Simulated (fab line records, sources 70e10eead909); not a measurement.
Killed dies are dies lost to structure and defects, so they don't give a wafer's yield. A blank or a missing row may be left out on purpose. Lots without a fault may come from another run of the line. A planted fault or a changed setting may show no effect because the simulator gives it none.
Problem report in the 8D (eight disciplines) form, filled by code | flow nand_harc | the parts of the form that need people (team, actions taken, sign-off) are left out

1. THE PROBLEM
bow_nm at NHARC_A_CHANNEL_HOLE_D1_XSEM_31 reads a mean of 14.08 nm on 6 wafers of 2 lots; wafers without a fault read 8.64 nm with a standard deviation of 0.27. That is +20 standard deviations from the usual mean.
First seen on wafer L490.2, day 15 18:16, on xsem-02. The record holds 33 wafers of 11 lots with a number at this step. Rule for "out", or "out of limits": more than 4 standard deviations from the usual mean. The other wafers with a number count as sound.

2. WHAT IT IS AND WHAT IT IS NOT
question                    | is                     | is not
which readings at this step | bow_nm                 | tilt_deg
which lots                  | L490, L492             | L474, L476, L477, L482, L483, L485, L486, L487, L493
which wafers of those lots  | all that have a number | -
read on which tools         | xsem-01, xsem-02       | -
when                        | from day 15 18:16      | up to then (24 sound wafers); but 3 sound wafers of L493 came after

3. SUSPECTS, AND WHAT RULES EACH OUT
Counting: a tool at a process step up to the reading stays a suspect if it ran every lot that is out and no sound lot after the first of them.
- har_etch-02 at NHARC_A_CHANNEL_HOLE_D1_ETCH_20 (etches the open film in C4F8/O2/Ar, time 361.9 s, target depth 1600 nm): kept. It ran every lot that is out, first L490 (day 15 12:47), and no sound lot after that; its last sound lot up to then is L486 (day 13 03:48).
- har_etch-02 at NHARC_A_CHANNEL_HOLE_D1_ETCH_23 (etches the open film in C4F8/O2/Ar, time 819 s, target depth 1600 nm): kept. It ran every lot that is out, first L490 (day 15 14:06), and no sound lot after that; its last sound lot up to then is L486 (day 13 05:08).
- har_etch-02 at NHARC_A_CHANNEL_HOLE_D1_ETCH_24 (etches the open film in C4F8/O2/Ar, time 906.2 s, target depth 1500 nm): kept. It ran every lot that is out, first L490 (day 15 14:47), and no sound lot after that; its last sound lot up to then is L486 (day 13 05:51).
- har_etch-02 at NHARC_A_CHANNEL_HOLE_D1_ETCH_26 (etches the open film in C4F8/O2/Ar, time 224.1 s, target depth 300 nm): kept. It ran every lot that is out, first L490 (day 15 16:26), and no sound lot after that; its last sound lot up to then is L486 (day 13 07:28).
Left after counting: har_etch-02 at NHARC_A_CHANNEL_HOLE_D1_ETCH_20, har_etch-02 at NHARC_A_CHANNEL_HOLE_D1_ETCH_23, har_etch-02 at NHARC_A_CHANNEL_HOLE_D1_ETCH_24, har_etch-02 at NHARC_A_CHANNEL_HOLE_D1_ETCH_26.

4. THE CAUSE (what the simulator had put in)
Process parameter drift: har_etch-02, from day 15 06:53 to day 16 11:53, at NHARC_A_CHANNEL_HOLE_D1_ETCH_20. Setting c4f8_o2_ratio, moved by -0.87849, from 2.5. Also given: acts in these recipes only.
Counting left 4 suspects, and this tool is among them.

5. THE CHAIN OF EFFECTS, in route order
Each row: a reading whose mean over the struck wafers that have a number lies more than 3 standard deviations from the usual. Only readings for which the record gives a usual standard deviation are gone through. hours: the time from each lot's start at the first step in this table that gives one to its start at this step, as a median over the lots. sigmas: the change in usual standard deviations.
hours | step                            | reading | usual   | on struck wafers | change | sigmas
0     | NHARC_A_CHANNEL_HOLE_D1_XSEM_31 | bow_nm  | 8.64 nm | 14.08            | +5.44  | +20
The process steps in it:
- NHARC_A_CHANNEL_HOLE_D1_XSEM_31

6. WHAT WOULD HAVE CAUGHT IT SOONER
In this record the first reading out of limits was taken at day 15 18:16, 11 hours after the fault began at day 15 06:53.
Of the tool readings at NHARC_A_CHANNEL_HOLE_D1_ETCH_20 for which the record gives a usual standard deviation, none was out on any struck wafer, so an alarm limit of 4 standard deviations on them would not have fired.
Of the lots that are out (2), L492 began NHARC_A_CHANNEL_HOLE_D1_ETCH_20 on har_etch-02 after day 15 18:16. A hold on the tool at that time would have spared it.
